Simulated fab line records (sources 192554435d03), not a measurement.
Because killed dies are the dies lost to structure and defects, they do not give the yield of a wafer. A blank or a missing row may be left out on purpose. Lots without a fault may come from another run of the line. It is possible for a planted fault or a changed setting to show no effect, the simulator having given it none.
Split-lot experiment    flow n5 finfet    on a route of 1938 steps: 7 lots, 39 wafers read

== ABOUT THE SPLIT ==
At N5_PMOS_HMC_CHANNEL_EPI_EPI_20 (deposits SiGe30, target thk 59 nm), the setting temp c was moved away from the recipe's 600 C on 9 of the 39 wafers read, by -0.8% to +0.7%. All remaining wafers had this setting at the recipe value.

The reading is taken at the split's own step.

== THE READING ==
SiGe30_of_PMOS_HMC_CHANNEL_EPI_EPI_20.thk nm (the simulator's own value, which no gauge read), in nm, at N5_PMOS_HMC_CHANNEL_EPI_EPI_20 (deposits SiGe30, target thk 59 nm). There is no usual value for it anywhere in the file. The 30 wafers here that ran the recipe average 59.16 nm, standard deviation 0.86 nm.

wafer   tool, chamber at the split  temp c as run, C  against the recipe  SiGe30_of_PMOS_HMC_CHANNEL_EPI_EPI_20.thk nm, nm  against lot-mates on the recipe
L074.1  epi rpcvd-01, 0             595.4             -0.8%               54.35                                             -4.74
L074.2  epi rpcvd-01, 0             600               recipe              59.03                                             -
L074.3  epi rpcvd-01, 0             600               recipe              58.79                                             -
L074.4  epi rpcvd-01, 0             595.4             -0.8%               54.07                                             -5.02
L074.5  epi rpcvd-01, 0             600               recipe              59.44                                             -
L074.6  epi rpcvd-01, 0             595.4             -0.8%               54.5                                              -4.59
L076.1  epi rpcvd-01, 0             600               recipe              57.49                                             -
L076.2  epi rpcvd-01, 0             600               recipe              58.12                                             -
L076.3  epi rpcvd-01, 0             600               recipe              57.83                                             -
L076.4  epi rpcvd-01, 0             600               recipe              57.89                                             -
L076.5  epi rpcvd-01, 0             600               recipe              57.93                                             -
L076.6  epi rpcvd-01, 0             600               recipe              58.11                                             -
L078.1  epi rpcvd-01, 0             604.2             +0.7%               64.09                                             +4.54
L078.2  epi rpcvd-01, 0             600               recipe              59.26                                             -
L078.3  epi rpcvd-01, 0             600               recipe              59.55                                             -
L078.4  epi rpcvd-01, 0             600               recipe              59.85                                             -
L078.5  epi rpcvd-01, 0             604.2             +0.7%               64.26                                             +4.71
L078.6  epi rpcvd-01, 0             604.2             +0.7%               64.27                                             +4.72
L081.1  epi rpcvd-02, 0             600               recipe              60.06                                             -
L081.2  epi rpcvd-02, 0             600               recipe              59.31                                             -
L081.3  epi rpcvd-02, 0             600               recipe              60.14                                             -
L081.4  epi rpcvd-02, 0             600               recipe              60.37                                             -
L081.5  epi rpcvd-02, 0             600               recipe              59.74                                             -
L081.6  epi rpcvd-02, 0             600               recipe              60.07                                             -
L094.1  epi rpcvd-01, 0             600               recipe              59.9                                              -
L094.2  epi rpcvd-01, 0             600               recipe              59.63                                             -
L094.3  epi rpcvd-01, 0             600               recipe              59.49                                             -
L094.4  epi rpcvd-01, 0             600               recipe              59.42                                             -
L094.5  epi rpcvd-01, 0             600               recipe              59.67                                             -
L094.6  epi rpcvd-01, 0             600               recipe              59.43                                             -
L095.1  epi rpcvd-04, 0             600               recipe              58                                                -
L095.2  epi rpcvd-04, 0             602.7             +0.5%               61.94                                             +3.86
L095.3  epi rpcvd-04, 0             602.7             +0.5%               61.44                                             +3.36
L095.4  epi rpcvd-04, 0             602.7             +0.5%               61.24                                             +3.16
L095.5  epi rpcvd-04, 0             600               recipe              58.31                                             -
L095.6  epi rpcvd-04, 0             600               recipe              57.92                                             -
L096.2  epi rpcvd-01, 0             600               recipe              60.22                                             -
L096.4  epi rpcvd-01, 0             600               recipe              59.96                                             -
L096.5  epi rpcvd-01, 0             600               recipe              59.75                                             -

FIT RESULTS
A straight line over all 39 wafers: SiGe30_of_PMOS_HMC_CHANNEL_EPI_EPI_20.thk nm changes by +6.5 nm for each +1% of temp c; r = +0.93; the points scatter about the line by 0.81 nm.
The same after taking each lot's own level away (the mean of its wafers on the recipe; 39 wafers): +6.61 nm for each +1%; r = +0.99; scatter 0.28 nm.
According to that fit, moving temp c by its largest amount changes the reading by 5.1 nm.
The span of the lots' own levels, 57.895 to 59.977 nm, comes to 2.4 times the standard deviation stated above.
So the lot-to-lot level changes the slope little: the two slopes agree.
Check: -5.07 nm against its lot-mates is what the line predicts for one of the wafers moved furthest among these (-0.8%) when that wafer is left out of the fit. It came out at -4.74 nm against them.

== THE FILE'S OWN FIT ==
SiGe30_of_PMOS_HMC_CHANNEL_EPI_EPI_20.thk nm changes by +6.62 nm for each +1% of temp c, r = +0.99.
